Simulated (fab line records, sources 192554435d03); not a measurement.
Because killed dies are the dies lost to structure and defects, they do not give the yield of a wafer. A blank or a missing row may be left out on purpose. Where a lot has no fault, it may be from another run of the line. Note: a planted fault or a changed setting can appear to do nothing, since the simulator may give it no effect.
Struck lot and sound lot, side by side / flow n5-finfet / 36 out of 1938 route steps
Sound: wafers L708.1, L708.4, L708.6. Struck: wafer L714.2; the same lot's L714.4 was not struck, so it is left out; see the end for the cause.
For every step that has rows: the tool of each side, followed by ch and its chambers, followed by its first start. Under that, the readings that differ: sound wafers / struck wafers / difference of the means / sigmas: that difference in standard deviations of wafers without a fault.
alike: readings with means less than 2 such deviations apart, plus words and numbers identical on both sides. not compared: withheld readings, readings lacking a value on some wafer, bounds such as >300 that could conceal the same value, and numbers that have no deviation in the record and whose values overlap.
A row with sigmas, a row that says differs or no value, or rows on one side alone: a step with any of these is where the two part. When numbers do not overlap yet have no deviation, they are printed without sigmas and do not part them. A reading missing from all wafers of one side parts the sides only when that side holds two or more wafers.

first, 9 steps without rows for these wafers: N5_BEOL_M13_PRE_CLEAN_42 (time 30 s); N5_BEOL_M13_SPUTTER_43 (material TaN, target thk 15 nm, time 24.19 s); N5_BEOL_M13_SPUTTER_44 (material Ta, target thk 10 nm, time 16.13 s); N5_BEOL_M13_SPUTTER_45 (material Cu, target thk 80 nm, time 13.33 s); N5_BEOL_M13_ECD_47 (material Cu, target thk 936 nm); N5_BEOL_M13_ANNEAL_48 (time 90 s); N5_BEOL_M13_CMP_49 (polishes, stops on SiOC, t overpolish 17.1 s, target thk 420 nm); N5_BEOL_M13_PRE_CLEAN_52 (time 15 s); N5_BEOL_M13_DEP_53 (deposits SiCN from 3MS/NH3, target thk 50 nm, time 17.8 s).
N5_BEOL_M14_ILD_DEP_00: deposits SiO2 from TEOS/O2, target thk 1119.3 nm, time 237.4 s.
  sound on pecvd-01 ch 0,2, day 13 09:10; struck on pecvd-01 ch 2, day 14 22:58
reading=model.SiO2_of_BEOL_M14_ILD_DEP_00.thk-nm (nm); sound=1088 1116 1101; struck=1267; difference=+165; sigmas=
  alike: heater-power-w, showerhead-plenum-p-Torr, throttle-valve-pct
N5_BEOL_M14_THK_MEAS_01:
  sound on film-metro-02, day 13 09:22; struck on film-metro-01, day 14 23:09
reading=M14_ILD_THK (nm); sound=1088 1116 1100; struck=1267; difference=+166; sigmas=+11
then, 10 steps without rows for these wafers: N5_BEOL_M14_COAT_58 (time 60 s, resist thk 89 nm); N5_BEOL_M14_COAT_04 (resist thk 800 nm); N5_BEOL_M14_EBR_06; N5_BEOL_M14_SOFTBAKE_05 (time 60 s); N5_BEOL_M14_EXPOSE_07 (exposes mask V13); N5_BEOL_M14_PEB_08 (peb time 90 s); N5_BEOL_M14_DEVELOP_09 (develop time 45 s); N5_BEOL_M14_HARDBAKE_14 (time 120 s); N5_BEOL_M14_DESCUM_15 (chemistry O2, time 7.9 s); N5_BEOL_M14_ETCH_59 (etches BARC in N2/H2, target depth 89 nm, overetch 26.7 nm, time 67.9 s).
N5_BEOL_M14_VIA_ETCH_16: etches SiO2 in C4F8/O2/Ar, target depth 1231.3 nm.
  sound on rie-diel-03 ch 0,1,3, day 13 09:50; struck on rie-diel-03 ch 0, day 14 23:46
reading=model.etch.depth-nm (nm); sound=1088 1116 1101; struck=1267; difference=+165; sigmas=
reading=model.coat_of_BEOL_M14_COAT_04.thk-nm (nm); sound=461 454.2 459.2; struck=419; difference=-39; sigmas=
  alike: drypump-motor-current-A, mfc-ar-sccm, oes_f_703_au, oes_o_777_au, oes-product-au, rf-vpp-V, showerhead-plenum-p-Torr, throttle-valve-pct
then, 13 steps without rows for these wafers: N5_BEOL_M14_STRIP_63 (strips in O2); N5_BEOL_M14_STRIP_64 (strips in O2); N5_BEOL_M14_STRIP_71 (strips in post etch residue remover, time 60 s); N5_BEOL_M14_SRD_72 (time 30 s, dry time 30 s); N5_BEOL_M14_COAT_65 (time 60 s, resist thk 450 nm); N5_BEOL_M14_COAT_66 (time 60 s, resist thk 110 nm); N5_BEOL_M14_COAT_22 (resist thk 300 nm); N5_BEOL_M14_EBR_24; N5_BEOL_M14_SOFTBAKE_23 (time 60 s); N5_BEOL_M14_EXPOSE_25 (exposes mask M14, target cd 280 nm); N5_BEOL_M14_PEB_26 (peb time 90 s); N5_BEOL_M14_DEVELOP_27 (develop time 45 s); N5_BEOL_M14_HARDBAKE_32 (time 120 s).
N5_BEOL_M14_CMP_49: polishes, stops on SiO2, t overpolish 5.2 s, target thk 560 nm.
  sound on cmp-03 ch 0,1,2, day 13 12:29; struck on cmp-03 ch 1, day 15 04:11
reading=model.SiO2_of_BEOL_M14_ILD_DEP_00.thk-nm (nm); sound=1008 1036 1022; struck=1187; difference=+165; sigmas=
  alike: motor-current-A

WHERE THEY PART
At N5_BEOL_M14_THK_MEAS_01 and nowhere else, as far as this record goes. Later steps at which nothing parts them and some readings are alike: N5_BEOL_M14_VIA_ETCH_16, N5_BEOL_M14_CMP_49.

WHY: whatever the simulator had introduced
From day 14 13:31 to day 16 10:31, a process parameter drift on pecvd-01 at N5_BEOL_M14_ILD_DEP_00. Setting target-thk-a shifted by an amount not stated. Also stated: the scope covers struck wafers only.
